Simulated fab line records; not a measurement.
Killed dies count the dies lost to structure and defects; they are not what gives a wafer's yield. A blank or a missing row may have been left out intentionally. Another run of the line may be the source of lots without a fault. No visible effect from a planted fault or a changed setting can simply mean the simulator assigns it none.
Struck lot and sound lot, side by side -- flow nand-harc -- 16 steps out of a route of 1302
Sound: these wafers, L309.1, L309.3, L309.5. Struck: wafer L322.2. (L322.5, L322.6 of the same lot were not struck and are left out.) The cause comes at the end.
Each step with rows lists, per side, the tool, then ch with its chambers, then its first start. Under that, the readings that differ: sound wafers -- struck wafers -- difference of the means -- sigmas: that difference in standard deviations of wafers without a fault.
alike: same words and numbers on both sides, and readings whose means sit less than 2 such deviations apart. not compared: any withheld reading, any reading some wafer has no value for, any bound like >300 that may hide the same value, and any number with overlapping values for which the record gives no deviation.
Wherever a step has rows on one side only, a row that says differs or no value, or a row with sigmas, the two part there. When numbers do not overlap yet have no deviation, they are printed without sigmas and do not part them. A reading missing from all wafers of one side parts the sides only when that side holds two or more wafers.

NHARC_A_ONON_D2_THK_MEAS_02: measures by ellipsometry.
  sound: film-metro-01 at day 12 10:07; struck: film-metro-01 at day 18 11:12
reading,sound,struck,difference,sigmas
thk-nm (nm),991 992 992,1016,+24,+3
following that, 1 step holds no rows for these wafers, namely NHARC_A_ONON_D2_DEP_03 (target thickness 1000 nm).
NHARC_A_ONON_D2_THK_MEAS_05: measures by ellipsometry.
  sound: film-metro-01 at day 12 10:41; struck: film-metro-02 at day 18 11:46
  alike: thk-nm
following that, 1 step holds no rows for these wafers, namely NHARC_A_ONON_D2_DEP_06 (target thickness 1000 nm).
NHARC_A_ONON_D2_THK_MEAS_08: measures by ellipsometry.
  sound: film-metro-02 at day 12 11:15; struck: film-metro-02 at day 18 12:20
  alike: thk-nm
following that, 1 step holds no rows for these wafers, namely NHARC_A_ONON_D2_DEP_09 (target thickness 1000 nm).
NHARC_A_ONON_D2_THK_MEAS_11: measures by ellipsometry.
  sound: film-metro-02 at day 12 11:49; struck: film-metro-02 at day 18 12:53
  alike: thk-nm
following that, 1 step holds no rows for these wafers, namely NHARC_A_ONON_D2_DEP_12 (target thickness 1000 nm).
NHARC_A_ONON_D2_THK_MEAS_14: measures by ellipsometry.
  sound: film-metro-01 at day 12 12:23; struck: film-metro-02 at day 18 13:28
  alike: thk-nm
then, 2 steps without rows for these wafers: NHARC_A_ONON_D2_ANNEAL_15 (time 3600 s); NHARC_A_ONON_D2_DEP_16 (target thk 1000 nm).
NHARC_A_ONON_D2_THK_MEAS_18: measures by ellipsometry.
  sound: film-metro-02 at day 12 18:23; struck: film-metro-01 at day 18 20:47
  alike: thk-nm
NHARC_A_ONON_D2_DEP_19: target thk 1000 nm.
  sound on pecvd-onon-01 ch 0, day 12 18:26; struck on pecvd-onon-03 ch 0, day 18 20:54
NHARC_A_ONON_D2_THK_MEAS_21: measures by ellipsometry.
  sound: film-metro-01 at day 12 18:57; struck: film-metro-02 at day 18 21:22
reading,sound,struck,difference,sigmas
thk-nm (nm),997 996 996,1860,+864,+89
following that, 1 step holds no rows for these wafers, namely NHARC_A_ONON_D2_DEP_22 (target thickness 1000 nm).
-- jump in the record: it breaks off in module A_ONON_D2 and resumes in module END (first step shown: number 1302 of the route), and 11 days separate the struck wafers' starts before and after --
NHARC_END_SORT_01:
  the record has rows for the struck wafers here (prober-01 ch 0, day 30 05:18) and none for the sound ones

## WHERE THEY PART
First at NHARC_A_ONON_D2_THK_MEAS_02; last, within this record, at NHARC_END_SORT_01.

WHY: the cause the simulator had injected
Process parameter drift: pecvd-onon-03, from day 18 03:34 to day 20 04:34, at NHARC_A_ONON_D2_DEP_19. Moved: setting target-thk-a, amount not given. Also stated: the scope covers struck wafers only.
